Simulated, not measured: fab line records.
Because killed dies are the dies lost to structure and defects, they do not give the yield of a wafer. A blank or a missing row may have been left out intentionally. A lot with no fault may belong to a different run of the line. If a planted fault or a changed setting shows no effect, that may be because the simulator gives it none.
Which tool was responsible? || flow n5Finfet || 12 lots with 36 wafers sampled at 3 steps, on a route of 1938 steps

## WHAT THE GAUGES READ, wafer by wafer
N5_GATE_CUT_INSPECT_26: inspects for defects (darkfield).
{"lot": "L075", "measured": "day 4 21:37", "on": "defectInspect-01", "rawDefectCount": "28 34 20"}
{"lot": "L077", "measured": "day 5 10:11", "on": "defectInspect-01", "rawDefectCount": "52 50 59"}
{"lot": "L079", "measured": "day 5 21:03", "on": "defectInspect-01", "rawDefectCount": "38 37 33"}
{"lot": "L081", "measured": "day 6 11:26", "on": "defectInspect-02", "rawDefectCount": "33 68 42"}
{"lot": "L083", "measured": "day 7 00:46", "on": "defectInspect-01", "rawDefectCount": "31 36 48"}
{"lot": "L085", "measured": "day 7 14:05", "on": "defectInspect-01", "rawDefectCount": "30 36 42"}
{"lot": "L087", "measured": "day 8 03:20", "on": "defectInspect-02", "rawDefectCount": "83 54 84"}
{"lot": "L089", "measured": "day 8 15:05", "on": "defectInspect-02", "rawDefectCount": "28 17 36"}
{"lot": "L091", "measured": "day 9 03:59", "on": "defectInspect-02", "rawDefectCount": "38 48 82"}
{"lot": "L093", "measured": "day 9 13:50", "on": "defectInspect-02", "rawDefectCount": "22 28 44"}
{"lot": "L095", "measured": "day 9 22:13", "on": "defectInspect-01", "rawDefectCount": "35 34 27"}
{"lot": "L097", "measured": "day 10 15:40", "on": "defectInspect-02", "rawDefectCount": "23 47 36"}

## TOOL THAT RAN EACH LOT (tool first, then ch and the chambers of the sampled wafers, then the start)
{"lot": "L075", "N5_GATE_CUT_STRIP_21": "plasmaAsher-01 ch 0,1, day 4 18:32", "N5_GATE_CUT_CMP_61": "cmp-02 ch 0,3, day 4 21:25"}
{"lot": "L077", "N5_GATE_CUT_STRIP_21": "plasmaAsher-01 ch 0,1, day 5 07:30", "N5_GATE_CUT_CMP_61": "cmp-02 ch 0,2,3, day 5 10:02"}
{"lot": "L079", "N5_GATE_CUT_STRIP_21": "plasmaAsher-01 ch 0,1, day 5 18:10", "N5_GATE_CUT_CMP_61": "cmp-01 ch 0,1,3, day 5 20:49"}
{"lot": "L081", "N5_GATE_CUT_STRIP_21": "plasmaAsher-02 ch 0,1, day 6 08:46", "N5_GATE_CUT_CMP_61": "cmp-01 ch 0,1,3, day 6 11:13"}
{"lot": "L083", "N5_GATE_CUT_STRIP_21": "plasmaAsher-01 ch 0,1, day 6 21:59", "N5_GATE_CUT_CMP_61": "cmp-01 ch 0,2,3, day 7 00:34"}
{"lot": "L085", "N5_GATE_CUT_STRIP_21": "plasmaAsher-02 ch 0,1, day 7 11:25", "N5_GATE_CUT_CMP_61": "cmp-02 ch 0,2, day 7 13:51"}
{"lot": "L087", "N5_GATE_CUT_STRIP_21": "plasmaAsher-01 ch 0,1, day 8 00:39", "N5_GATE_CUT_CMP_61": "cmp-04 ch 2,3, day 8 03:06"}
{"lot": "L089", "N5_GATE_CUT_STRIP_21": "plasmaAsher-01 ch 0,1, day 8 11:26", "N5_GATE_CUT_CMP_61": "cmp-01 ch 0,2,3, day 8 14:55"}
{"lot": "L091", "N5_GATE_CUT_STRIP_21": "plasmaAsher-01 ch 0,1, day 8 23:56", "N5_GATE_CUT_CMP_61": "cmp-04 ch 0,1, day 9 03:45"}
{"lot": "L093", "N5_GATE_CUT_STRIP_21": "plasmaAsher-02 ch 0,1, day 9 11:07", "N5_GATE_CUT_CMP_61": "cmp-04 ch 1,2,3, day 9 13:38"}
{"lot": "L095", "N5_GATE_CUT_STRIP_21": "plasmaAsher-01 ch 0,1, day 9 19:32", "N5_GATE_CUT_CMP_61": "cmp-04 ch 0,2, day 9 22:01"}
{"lot": "L097", "N5_GATE_CUT_STRIP_21": "plasmaAsher-01 ch 0,1, day 10 12:52", "N5_GATE_CUT_CMP_61": "cmp-01 ch 0,2,3, day 10 15:26"}
- N5_GATE_CUT_STRIP_21: strips in N2/H2, time 30 s.
- N5_GATE_CUT_CMP_61: polishes, stops on SiNx, t overpolish 3 s.

## THE ANSWER, worked out from the rows above alone
Rule: the usual values come from the lots themselves. The widest of any qualifying gaps counts: lots, ordered by their means at a reading, are off when they make up no more than a third of the lots, leave a main group of 4 or more, and stand apart from it by 3 or more times the standard deviation of that group's means. The tables above print the reading to a certain number of digits; a main group whose means all agree to those digits is not used. A lot without any number at a reading at which 4 lots or more have one is off too. All remaining lots with rows at the step are treated as sound.
No lot is off at any reading shown: from this, nothing can be told.

## WHAT THE SIMULATOR PUT IN
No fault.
